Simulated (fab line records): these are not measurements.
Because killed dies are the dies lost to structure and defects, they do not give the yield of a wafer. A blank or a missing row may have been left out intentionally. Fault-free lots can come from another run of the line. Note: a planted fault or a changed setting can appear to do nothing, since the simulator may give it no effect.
Chamber matching :: flow n5Finfet :: pecvd-03 running N5_BEOL_M3_DEP_57: 3 sister chambers
The step deposits SiCN from 3MS/NH3, target thk 8 nm, time 14 s. 22 wafers are shown with their chamber, then 11 later ones without.

WAFERS PAIRED WITH THEIR CHAMBERS
wafer: L074.2
chamber: 1
throttleValvePct (%): 9.5
showerheadPlenumPTorr (Torr): 3.665

wafer: L074.3
chamber: 0
throttleValvePct (%): 9.7
showerheadPlenumPTorr (Torr): 3.670

wafer: L074.5
chamber: 2
throttleValvePct (%): 8.8
showerheadPlenumPTorr (Torr): 3.658

wafer: L076.1
chamber: 0
throttleValvePct (%): 9.4
showerheadPlenumPTorr (Torr): 3.674

wafer: L076.2
chamber: 1
throttleValvePct (%): 9.6
showerheadPlenumPTorr (Torr): 3.669

wafer: L076.5
chamber: 1
throttleValvePct (%): 9.3
showerheadPlenumPTorr (Torr): 3.659

wafer: L075.2
chamber: 0
throttleValvePct (%): 10.0
showerheadPlenumPTorr (Torr): 3.669

wafer: L075.3
chamber: 1
throttleValvePct (%): 9.2
showerheadPlenumPTorr (Torr): 3.666

wafer: L075.4
chamber: 0
throttleValvePct (%): 9.7
showerheadPlenumPTorr (Torr): 3.674

wafer: L078.2
chamber: 0
throttleValvePct (%): 9.7
showerheadPlenumPTorr (Torr): 3.673

wafer: L078.3
chamber: 1
throttleValvePct (%): 9.1
showerheadPlenumPTorr (Torr): 3.670

wafer: L078.6
chamber: 0
throttleValvePct (%): 9.7
showerheadPlenumPTorr (Torr): 3.681

wafer: L079.1
chamber: 1
throttleValvePct (%): 9.2
showerheadPlenumPTorr (Torr): 3.671

wafer: L079.4
chamber: 0
throttleValvePct (%): 9.7
showerheadPlenumPTorr (Torr): 3.657

wafer: L079.5
chamber: 1
throttleValvePct (%): 9.5
showerheadPlenumPTorr (Torr): 3.666

wafer: L080.2
chamber: 0
throttleValvePct (%): 9.7
showerheadPlenumPTorr (Torr): 3.676

wafer: L080.3
chamber: 2
throttleValvePct (%): 8.5
showerheadPlenumPTorr (Torr): 3.652

wafer: L080.6
chamber: 2
throttleValvePct (%): 8.3
showerheadPlenumPTorr (Torr): 3.662

wafer: L090.3
chamber: 0
throttleValvePct (%): 9.8
showerheadPlenumPTorr (Torr): 3.669

wafer: L090.4
chamber: 1
throttleValvePct (%): 9.3
showerheadPlenumPTorr (Torr): 3.667

wafer: L090.5
chamber: 2
throttleValvePct (%): 8.7
showerheadPlenumPTorr (Torr): 3.659

wafer: L089.1
chamber: 0
throttleValvePct (%): 9.6
showerheadPlenumPTorr (Torr): 3.673

SIGNATURES, as means of the wafers listed above
reading: throttleValvePct
chamber 0: 9.700
chamber 1: 9.338
chamber 2: 8.575
scatter within a chamber: 0.173

reading: showerheadPlenumPTorr
chamber 0: 3.67160
chamber 1: 3.66662
chamber 2: 3.65775
scatter within a chamber: 0.00515
Rule: distance of a wafer from a chamber = root of the sum over the readings of ((wafer's reading minus chamber's mean) / reading's scatter) squared. The wafer belongs to the nearest chamber; if the next one is less than 2 further off, it can't be placed. The scatter: take each reading less its chamber's mean, square it, sum over the shown wafers, divide by the number of wafers less the number of chambers, and take the root.

WAFERS WITH NO CHAMBER GIVEN
wafer: L089.2
throttleValvePct (%): 9.6
showerheadPlenumPTorr (Torr): 3.671

wafer: L089.6
throttleValvePct (%): 9.4
showerheadPlenumPTorr (Torr): 3.666

wafer: L092.1
throttleValvePct (%): 9.7
showerheadPlenumPTorr (Torr): 3.677

wafer: L092.2
throttleValvePct (%): 9.5
showerheadPlenumPTorr (Torr): 3.674

wafer: L092.5
throttleValvePct (%): 8.8
showerheadPlenumPTorr (Torr): 3.652

wafer: L095.1
throttleValvePct (%): 9.4
showerheadPlenumPTorr (Torr): 3.671

wafer: L095.3
throttleValvePct (%): 8.6
showerheadPlenumPTorr (Torr): 3.654

wafer: L095.6
throttleValvePct (%): 9.6
showerheadPlenumPTorr (Torr): 3.673

wafer: L096.2
throttleValvePct (%): 8.5
showerheadPlenumPTorr (Torr): 3.664

wafer: L096.5
throttleValvePct (%): 9.0
showerheadPlenumPTorr (Torr): 3.657

wafer: L096.6
throttleValvePct (%): 9.5
showerheadPlenumPTorr (Torr): 3.667

WHICH CHAMBER EACH ONE RAN IN
wafer: L089.2
from the rows above: can't be placed: 0 or 1
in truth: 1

wafer: L089.6
from the rows above: can't be placed: 1 or 0
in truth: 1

wafer: L092.1
from the rows above: can't be placed: 0 or 1
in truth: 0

wafer: L092.2
from the rows above: can't be placed: 0 or 1
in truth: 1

wafer: L092.5
from the rows above: 2
in truth: 2

wafer: L095.1
from the rows above: can't be placed: 1 or 0
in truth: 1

wafer: L095.3
from the rows above: 2
in truth: 2

wafer: L095.6
from the rows above: can't be placed: 0 or 1
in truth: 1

wafer: L096.2
from the rows above: 2
in truth: 2

wafer: L096.5
from the rows above: can't be placed: 2 or 1
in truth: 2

wafer: L096.6
from the rows above: can't be placed: 1 or 0
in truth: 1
Correctly placed: 3 of 11. From these rows, 8 cannot be placed; in 8 the true chamber is one of the candidates. 0 placed wrongly.
